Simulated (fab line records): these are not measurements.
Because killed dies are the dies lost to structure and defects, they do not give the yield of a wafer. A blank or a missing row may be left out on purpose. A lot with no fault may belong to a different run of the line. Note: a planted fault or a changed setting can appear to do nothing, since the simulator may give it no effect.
3 desks, one fault + flow n5-finfet + only its own numbers are on each desk; what lay behind them is given at the end

== AT THE METROLOGY DESK ==
Means of the sampled wafers that have a number, per lot and without regard to the tool the lot ran on: this is what the gauges read. Any lot whose mean is over 4 standard deviations away from the usual mean is out of limits and marked OUT; that distance is given in the brackets. Only the readings that lie furthest out on some lot appear, 7 of the 10 it has.
Columns: A = DIBL_N at N5_BEOL_M4_RC_MEAS_101, usual 36.3 mV/V; B = IOFF_N at N5_BEOL_M4_RC_MEAS_101, usual 0.156 nA/um; C = IOFF_P at N5_BEOL_M4_RC_MEAS_101, usual 0.21 nA/um; D = ION_P at N5_BEOL_M4_RC_MEAS_101, usual 463 uA/um; E = SS_N at N5_BEOL_M4_RC_MEAS_101, usual 71.6 mV/dec; F = VT_N at N5_BEOL_M4_RC_MEAS_101, usual 250 mV; G = VT_P at N5_BEOL_M4_RC_MEAS_101, usual -251 mV
| lot  | first seen here | A    | B     | C    | D   | E    | F   | G    |
|------|-----------------|------|-------|------|-----|------|-----|------|
| L508 | day 7 17:58     | 34.1 | 0.129 | 0.17 | 457 | 71.6 | 250 | -253 |
| L510 | day 8 07:28     | 35.8 | 0.164 | 0.21 | 470 | 72.3 | 248 | -250 |
| L512 | day 9 01:26     | 37.5 | 0.161 | 0.23 | 464 | 71.8 | 247 | -246 |
| L513 | day 9 01:55     | 35.3 | 0.143 | 0.21 | 461 | 71.4 | 251 | -250 |
| L516 | day 9 12:40     | 35.7 | 0.147 | 0.20 | 456 | 71.4 | 251 | -251 |
| L515 | day 9 18:32     | 37.1 | 0.166 | 0.23 | 465 | 71.6 | 248 | -247 |
| L529 | day 13 10:44    | 35.8 | 0.133 | 0.19 | 468 | 71.2 | 252 | -249 |
| L528 | day 13 11:00    | 37.1 | 0.168 | 0.23 | 471 | 71.7 | 247 | -248 |
| L531 | day 14 08:32    | 38.8 | 0.196 | 0.27 | 472 | 71.9 | 246 | -246 |
This desk found nothing out of limits on any of the 9 lots.

== THE DEFECT DESK ==
Per lot, the means of the sampled wafers with a number show what the inspections along the route counted. Any lot whose mean is over 4 standard deviations away from the usual mean is out of limits and marked OUT; that distance is given in the brackets.
Columns: A = raw-defect-count at N5_FIN_SAQP_INSPECT_40, usual 217; B = raw-defect-count at N5_FIN_CUT_INSPECT_10, usual 38
| lot  | first seen here | A   | B              |
|------|-----------------|-----|----------------|
| L508 | day 2 02:29     | 137 | 34             |
| L510 | day 2 14:35     | 275 | 36             |
| L512 | day 3 01:53     | 177 | 30             |
| L513 | day 3 10:05     | 179 | 34             |
| L515 | day 3 20:40     | 195 | 44             |
| L516 | day 4 02:59     | 310 | 50             |
| L528 | day 7 03:12     | 375 | 145 (+8.9) OUT |
| L529 | day 7 09:52     | 374 | 210 (+14) OUT  |
| L531 | day 7 21:51     | 189 | 40             |
This desk's verdict: out of limits on L528, L529, starting with L528 at day 7 03:43 (raw-defect-count at N5_FIN_CUT_INSPECT_10). L508, L510, L512, L513, L515, L516, L531 stayed within limits.

== TOOL OWNER'S DESK, vapor-etch-01 ==
The tool's own readings at N5_FIN_SAQP_RECESS_63 (chemistry HF/NH3, target SiO2, target depth 18 nm, afs cycles 3, sublimation time 60 s): means of the sampled wafers that have a number, for each lot that ran on this tool. Any lot whose mean is over 4 standard deviations away from the usual mean is out of limits and marked OUT; that distance is given in the brackets.
Columns: A = drypump-motor-current-A at N5_FIN_SAQP_RECESS_63, usual 6.13 A
| lot  | first seen here | A    |
|------|-----------------|------|
| L508 | day 2 00:34     | 6.10 |
| L510 | day 2 12:26     | 5.97 |
| L513 | day 3 06:56     | 6.01 |
| L528 | day 7 01:15     | 6.00 |
| L529 | day 7 07:49     | 5.90 |
This desk found nothing out of limits on any of the 5 lots.

== TAKEN TOGETHER ==
The defect desk could have raised an alarm at day 7 03:43, on L528, L529.
The metrology desk saw nothing out of limits.
The desk of the tool owner found nothing out of limits.
The metrology desk holds a record of L528, L529, inside its limits.
Tool owner's desk: L528, L529 on record, inside its limits.
Every lot named ran N5_FIN_SAQP_RECESS_63 on vapor-etch-01.

== WHAT WAS PUT IN BY THE SIMULATOR ==
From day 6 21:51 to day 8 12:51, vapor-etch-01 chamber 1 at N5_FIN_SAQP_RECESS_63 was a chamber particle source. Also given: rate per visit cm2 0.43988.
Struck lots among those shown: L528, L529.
Hours from the fault's start to each desk's first reading out of limits: the defect desk, 6.
